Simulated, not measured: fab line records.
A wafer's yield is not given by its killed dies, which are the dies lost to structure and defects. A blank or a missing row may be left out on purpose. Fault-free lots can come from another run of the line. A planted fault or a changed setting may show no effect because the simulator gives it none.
8D (eight disciplines) problem report, filled in by code / flow n5Finfet / the parts of the form that need people (team, actions taken, sign-off) are left out

== 1. THE ISSUE ==
rfFwdPowerW at N5_BEOL_M8_ETCH_62 reads a mean of 636.3 W on 6 wafers of 2 lots; wafers without a fault read 837.6 W with a standard deviation of 2.4. Relative to the usual mean, that is a shift of -84 standard deviations.
The step: etches SOC in N2/H2, target depth 110 nm, overetch 22 nm, time 165 s.
The first sign was on wafer L295.1 at day 13 20:50, on rieDiel-01. The record has a number at this step for 34 wafers belonging to 12 lots. The rule behind "out" and "out of limits": a value lying over 4 standard deviations away from the usual mean. All remaining wafers that have a number are taken as sound.

== 2. WHAT IT IS, WHAT IT ISN'T ==
question=which readings at this step | is=rfFwdPowerW, rfVppV | is not=biasW, drypumpMotorCurrentA, oesProductAu, showerheadPlenumPTorr, throttleValvePct
question=which lots | is=L295, L296 | is not=L279, L281, L282, L283, L287, L288, L290, L293, L294, L302
question=which wafers of those lots | is=all that have a number | is not=-
question=read on which tools | is=rieDiel-01 | is not=rieDiel-04, rieDiel-05
question=when | is=from day 13 20:50 | is not=up to then (25 sound wafers); but 3 sound wafers of L302 came after

== 3. THE SUSPECTS, EACH WITH WHAT RULES IT OUT ==
Counting: a tool at a process step up to the reading stays a suspect if it ran every lot that is out and no sound lot after the first of them.
- rieDiel-01 at N5_BEOL_M8_ETCH_62 (etches SOC in N2/H2, target depth 110 nm, overetch 22 nm, time 165 s): kept. It ran every lot that is out, first L295 (day 13 20:50), and no sound lot after that; its last sound lot up to then is L294 (day 13 09:44). On those wafers its own readings are out: rfFwdPowerW, rfVppV.
The count leaves rieDiel-01 at N5_BEOL_M8_ETCH_62.

== 4. THE CAUSE (what the simulator had put in) ==
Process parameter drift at N5_BEOL_M8_ETCH_62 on rieDiel-01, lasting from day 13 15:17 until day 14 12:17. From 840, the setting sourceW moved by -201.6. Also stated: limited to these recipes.
Counting left only this tool.

== 5. SEQUENCE OF EFFECTS, ordered by route ==
Each row: a reading whose mean over the struck wafers that have a number lies more than 3 standard deviations from the usual. Scope: only readings with a usual standard deviation given in the record; hours: median across lots of the time from each lot's start at the first step in this table that gives one to its start at this step; sigmas: change in usual standard deviations.
hours=0; step=N5_BEOL_M8_ETCH_62; reading=rfFwdPowerW; usual=837.6 W; on struck wafers=636.3; change=-201.3; sigmas=-84
hours=0; step=N5_BEOL_M8_ETCH_62; reading=rfVppV; usual=523.6 V; on struck wafers=573.4; change=+49.8; sigmas=+19
hours=68; step=N5_PASSIVATION_PROBE_49; reading=killed_at_M4_up; usual=13; on struck wafers=54; change=+40; sigmas=+7.5
hours=68; step=N5_PASSIVATION_PROBE_49; reading=sort_bin_5_function; usual=5.2 %; on struck wafers=8.9; change=+3.7; sigmas=+3.9
Its process steps:
- N5_BEOL_M8_ETCH_62: etches SOC in N2/H2, target depth 110 nm, overetch 22 nm, time 165 s.
- N5_PASSIVATION_PROBE_49

== 6. HOW IT WOULD HAVE BEEN CAUGHT EARLIER ==
In this record the first reading out of limits was taken at day 13 20:50, 6 hours after the fault began at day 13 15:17.
